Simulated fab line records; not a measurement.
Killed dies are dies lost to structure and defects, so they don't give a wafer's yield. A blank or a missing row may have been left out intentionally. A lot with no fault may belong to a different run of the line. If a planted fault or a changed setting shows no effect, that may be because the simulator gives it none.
Comparing a struck lot with a sound one :: flow n5_finfet :: 15 steps out of a route of 1938
Sound: the wafers L898.2, L898.4, L898.5. Wafers L908.1, L908.2, L908.4 were the ones struck. Last of all comes the cause.
Order at every step that has rows: each side's tool, ch and its chambers, its first start. Under that, the readings that differ: sound wafers :: struck wafers :: difference of the means :: sigmas: that difference in standard deviations of wafers without a fault.
alike: same words and numbers on both sides, and readings whose means sit less than 2 such deviations apart. not compared: any withheld reading, any reading some wafer has no value for, any bound like >300 that may hide the same value, and any number with overlapping values for which the record gives no deviation.
The two part at a step that has a row with sigmas, a row that says differs or no value, or rows on one side only. When numbers do not overlap yet have no deviation, they are printed without sigmas and do not part them. Lack of a reading on every wafer of one side parts them only where that side has two or more wafers.

first, 1 step without rows for these wafers: N5_BEOL_M3_SPUTTER_92 (material Cu, target thk 4.5 nm, time 8.29 s).
N5_BEOL_M3_ANNEAL_93: time 240 s.
  sound on pvd_sputter-01, day 10 01:43; struck on pvd_sputter-03, day 12 23:46
  alike: heater_power_w, susceptor_temp_C
then, 1 step without rows for these wafers: N5_BEOL_M3_SPUTTER_94 (material Cu, target thk 4.5 nm, time 8.29 s).
N5_BEOL_M3_ANNEAL_95: time 240 s.
  sound on pvd_sputter-01, day 10 01:56; struck on pvd_sputter-03, day 12 23:59
  alike: heater_power_w, susceptor_temp_C
N5_BEOL_M3_SPUTTER_96: material Cu, target thk 4.5 nm, time 8.29 s.
  sound on pvd_sputter-01, day 10 02:05; struck on pvd_sputter-03, day 13 00:07
  alike: susceptor_temp_C, throttle_valve_pct
then, 3 steps without rows for these wafers: N5_BEOL_M3_ECD_50 (material Cu, target thk 300 nm); N5_BEOL_M3_ANNEAL_51 (time 90 s); N5_BEOL_M3_CMP_52 (polishes, stops on SiOC, t overpolish 6.8 s, target thk 40 nm).
N5_BEOL_M3_THK_MEAS_53: measures by xrf.
  sound on film_metro-02, day 10 03:25; struck on film_metro-02, day 13 00:54
  alike: M3_THK
N5_BEOL_M3_PRE_CLEAN_60: time 15 s.
  sound on cvd_co-02 ch 0,1, day 10 03:27; struck on cvd_co-01 ch 0,2, day 13 01:02
  alike: heater_power_w
  not compared: since_wet_clean_h, susceptor_temp_C
N5_BEOL_M3_CO_CAP_55: material Co, precursor CCTBA/H2, target thk 2 nm, time 102.1 s.
  sound on cvd_co-02 ch 0,1, day 10 03:29; struck on cvd_co-01 ch 0,2, day 13 01:04
  alike: heater_power_w, susceptor_temp_C
  not compared: since_wet_clean_h
then, 1 step without rows for these wafers: N5_BEOL_M3_PRE_CLEAN_56 (time 15 s).
N5_BEOL_M3_DEP_57: deposits SiCN from 3MS/NH3, target thk 8 nm, time 14 s.
  sound on pecvd-02 ch 0,2, day 10 03:37; struck on pecvd-02 ch 0,1,2, day 13 01:11
  no value came back on the struck wafers for chamber_pressure_Torr (Torr), rf_fwd_power_W (W), showerhead_plenum_p_Torr (Torr), throttle_valve_pct (%); on the sound wafers chamber_pressure_Torr (Torr) reads 2.995 3.007 2.990
  not compared: since_wet_clean_h
N5_BEOL_M4_RC_MEAS_101:
  the record has rows for the sound wafers here (prober-02 ch 0, day 10 10:36) and none for the struck ones
-- record jumps: 7 days separate the struck wafers' starts on either side; left off in module BEOL_M4, taken up again in module PASSIVATION, whose first shown step is the route's number 1936 --
N5_PASSIVATION_PROBE_49:
  only the struck wafers here have rows in the record (prober-01, day 19 18:48); the sound ones have none

## WHERE THEY PART
Earliest at N5_BEOL_M3_DEP_57; latest, in this record, at N5_PASSIVATION_PROBE_49.

WHY: what the simulator had put in
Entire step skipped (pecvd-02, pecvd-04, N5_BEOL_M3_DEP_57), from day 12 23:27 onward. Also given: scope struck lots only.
